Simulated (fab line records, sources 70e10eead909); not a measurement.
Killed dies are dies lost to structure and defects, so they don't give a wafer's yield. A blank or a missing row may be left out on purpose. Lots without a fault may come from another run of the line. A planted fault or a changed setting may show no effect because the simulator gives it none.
A struck lot beside a sound one | flow nand_harc | 21 steps out of a route of 1302
Sound: wafers L775.2, L775.4, L775.6. Struck: wafers L778.3, L778.4, L778.5. The cause comes at the end.
At each step with rows: each side's tool, then ch and its chambers, then its first start. Under that, the readings that differ: sound wafers | struck wafers | difference of the means | sigmas: that difference in standard deviations of wafers without a fault.
alike: readings whose means differ by less than 2 such deviations, and words and numbers that are the same on both sides. not compared: withheld readings, readings that some wafer has no value for, bounds like >300 that may hide the same value, and numbers for which the record gives no deviation and whose values overlap.
The two part at a step that has a row with sigmas, a row that says differs or no value, or rows on one side only. Numbers that don't overlap but have no deviation are shown without sigmas and don't part them. A reading that every wafer of one side lacks parts them only if that side has two wafers or more.

NHARC_P_CONTACT_CVD_23: deposits W, target thk 200 nm, time 557 s.
  sound on cvd_w-02 ch 0,1; struck on cvd_w-02 ch 0,1
  alike: heater_power_w, throttle_valve_pct
NHARC_P_CONTACT_CMP_24: polishes, t overpolish 30 s, target thk 200 nm.
  sound on cmp-04 ch 0,1,3, day 10 08:17; struck on cmp-04 ch 0,1, day 12 05:53
  alike: motor_current_A, overpolish_run_s, time_to_endpoint_s
then, 1 step without rows for these wafers: NHARC_P_CONTACT_SRD_26.
NHARC_P_CONTACT_INSPECT_27:
  sound on defect_inspect-01, day 10 08:40; struck on defect_inspect-02, day 12 06:17
  alike: raw_defect_count
then, 7 steps without rows for these wafers: NHARC_P_M0_DEP_00 (deposits SiOC, target thk 150 nm); NHARC_P_M0_DEHYDRATE_01 (time 120 s); NHARC_P_M0_HMDS_02 (time 30 s); NHARC_P_M0_COAT_33 (time 65 s); NHARC_P_M0_COAT_03 (resist thk 90 nm); NHARC_P_M0_SOFTBAKE_04 (time 55 s); NHARC_P_M0_EBR_05.
NHARC_P_M0_EXPOSE_06: exposes mask P M0, target cd 90 nm.
  sound on arfi_scanner-03 ch 0, day 10 09:25; struck on arfi_scanner-03 ch 0, day 12 07:04
  reading              | sound             | struck            | difference | sigmas
  exposure_dose_mJ_cm2 | 81.34 81.38 81.26 | 97.91 97.96 97.92 | +16.60     | +99 or more
  alike: mask, focus_offset_nm
then, 2 steps without rows for these wafers: NHARC_P_M0_PEB_07 (peb time 65 s); NHARC_P_M0_DEVELOP_08 (develop time 35 s).
NHARC_P_M0_CD_MEAS_09: target cd 90 nm.
  sound on cd_sem-03 ch 0, day 10 09:34; struck on cd_sem-01 ch 0, day 12 07:12
  reading    | sound          | struck            | difference | sigmas
  cd_nm (nm) | 88.0 89.4 89.1 | 101.7 102.4 101.9 | +13.2      | +13
NHARC_P_M0_OVL_MEAS_10: pitch 180 nm.
  sound on overlay-01, day 10 09:39; struck on overlay-02, day 12 07:17
  alike: overlay_x_nm, overlay_y_nm
NHARC_P_M0_INSPECT_11:
  sound on defect_inspect-01, day 10 09:41; struck on defect_inspect-01, day 12 07:19
  alike: raw_defect_count
NHARC_P_M0_DESCUM_14: chemistry O2, time 3 s.
  sound on rie_diel-13 ch 2,3, day 10 09:56; struck on rie_diel-02 ch 1,2,3, day 12 07:23
  reading                     | sound             | struck            | difference | sigmas
  drypump_motor_current_A (A) | 5.4 5.4 5.9       | 6.6 6.6 6.5       | +1.0       | +2
  model.P_M0.cd_nm (nm)       | 88.53 89.17 89.39 | 101.4 101.9 101.5 | +12.6      |
  alike: oes_product_au, rf_vpp_V, showerhead_plenum_p_Torr, throttle_valve_pct
  not compared: rf_hours_counter_h
NHARC_P_M0_ETCH_34: etches the open film in N2/H2, target depth 40 nm, overetch 12 nm, time 43.94 s.
  sound on rie_diel-13 ch 0,1,3, day 10 10:56; struck on rie_diel-02 ch 0,2,3, day 12 07:32
  alike: drypump_motor_current_A, oes_product_au, rf_vpp_V, showerhead_plenum_p_Torr, throttle_valve_pct
  not compared: rf_hours_counter_h
NHARC_P_M0_ETCH_15: etches the open film in C4F8/Ar, target depth 150 nm, overetch 15 nm, time 82.5 s.
  sound on rie_diel-13 ch 1,2,3; struck on rie_diel-02 ch 1,2,3
  reading               | sound             | struck            | difference | sigmas
  model.P_M0.cd_nm (nm) | 88.31 88.79 89.16 | 101.7 102.5 101.2 | +13.0      |
  alike: oes_product_au, rf_vpp_V
  not compared: rf_hours_counter_h
NHARC_P_M0_CD_MEAS_16:
  sound on cd_sem-02, day 10 11:18; struck on cd_sem-01, day 12 07:44
  reading    | sound          | struck            | difference | sigmas
  cd_nm (nm) | 88.2 88.7 89.2 | 101.5 102.7 101.3 | +13.1      | +11

WHERE THEY PART
First at NHARC_P_M0_EXPOSE_06; last, within this record, at NHARC_P_M0_CD_MEAS_16.

WHY: what the simulator had put in
Process parameter drift: arfi_scanner-03, from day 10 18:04 on, at NHARC_P_M0_EXPOSE_06. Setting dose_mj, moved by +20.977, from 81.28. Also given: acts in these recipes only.
